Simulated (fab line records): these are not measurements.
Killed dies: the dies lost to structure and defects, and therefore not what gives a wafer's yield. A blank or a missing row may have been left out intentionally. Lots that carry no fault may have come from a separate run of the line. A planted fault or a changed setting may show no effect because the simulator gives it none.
8D (eight disciplines) problem report, filled in by code ; flow n5_finfet ; the parts of the form that need people (team, actions taken, sign-off) are left out

== 1. WHAT IS WRONG ==
Wafers without a fault read 51.3 s, standard deviation 0.48; run_length_s at N5_BEOL_M0_SAQP_PECVD_03 reads a mean of 42.8 s on 2 wafers belonging to 2 lots. Measured from the usual mean, that is -18 standard deviations.
The step: deposits SiCN from 3MS/NH3, target thk 12 nm, time 21.1 s.
First seen on wafer L476.5, day 7 07:23, on pecvd-02. Wafers with a number at this step in the record: 29, from 10 lots. Rule for "out" (also "out of limits"): further than 4 standard deviations from the usual mean. All remaining wafers that have a number are taken as sound.

== 2. WHAT IT IS; WHAT IT IS NOT ==
question;is;is not
which readings at this step;run_length_s;showerhead_plenum_p_Torr, throttle_valve_pct
which lots;L476, L479;L469, L472, L473, L477, L488, L489, L490, L492
which wafers of those lots;L476.5, L479.5;L476.2, L476.6, L479.4, L479.6
read on which tools;pecvd-02;pecvd-03, pecvd-04
when;from day 7 07:23;"up to then (10 sound wafers); but 17 sound wafers of L477, L479, L488, L489, L490, L492 came after"

== 3. WHAT RULES OUT EACH SUSPECT ==
Counting: a tool at a process step up to the reading stays a suspect if it ran every lot that is out. Sound lots after the first of them don't rule it out here, since some wafers of a struck lot are sound.
- plasma_asher-02 at N5_MOL_CONTACT_COAG_STRIP_49 (strips in N2/H2, time 30 s): kept. It processed each lot that is out (first: L476, day 7 02:53); up to then, its last sound lot is L469 (day 5 06:25).
- pecvd-02 at N5_BEOL_M0_SAQP_PECVD_03 (deposits SiCN from 3MS/NH3, target thk 12 nm, time 21.1 s): kept. It processed each lot that is out (first: L476, day 7 07:23); up to then, its last sound lot is L473 (day 6 11:39). Its own run_length_s readings are out on those wafers.
- The sound lot-mates ran in chamber 0 of plasma_asher-02 at N5_MOL_CONTACT_COAG_STRIP_49, but the wafers that are out ran in chamber 1.
- pecvd-02, N5_BEOL_M0_SAQP_PECVD_03: wafers that are out in chamber 0, sound lot-mates in chambers 1, 2.
Remaining after the count are plasma_asher-02 at N5_MOL_CONTACT_COAG_STRIP_49 and pecvd-02 at N5_BEOL_M0_SAQP_PECVD_03.

== 4. THE CAUSE (what the simulator had put in) ==
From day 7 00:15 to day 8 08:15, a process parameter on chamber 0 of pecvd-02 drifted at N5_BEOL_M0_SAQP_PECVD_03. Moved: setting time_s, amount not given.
Counting left 2 suspects, and this tool is among them.

== 5. THE CHAIN OF EFFECTS, in route order ==
Each row: a reading where the mean over the struck wafers with a number is more than 3 standard deviations away from the usual. Only readings for which the record gives a usual standard deviation are gone through. hours: the time from each lot's start at the first step in this table that gives one to its start at this step, as a median over the lots. sigmas: the change in usual standard deviations.
hours;step;reading;usual;on struck wafers;change;sigmas
0;N5_BEOL_M0_SAQP_PECVD_03;run_length_s;51.3 s;42.8;-8.5;-18
Its process steps:
- N5_BEOL_M0_SAQP_PECVD_03: deposits SiCN from 3MS/NH3, target thk 12 nm, time 21.1 s.
Later measuring or inspecting steps at which every struck wafer that the step has a row for has a number for every such reading, and none has moved that far: N5_BEOL_M4_RC_MEAS_101.

== 6. HOW IT WOULD HAVE BEEN CAUGHT EARLIER ==
In this record the first reading out of limits was taken at day 7 07:23, 7 hours after the fault began at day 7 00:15.
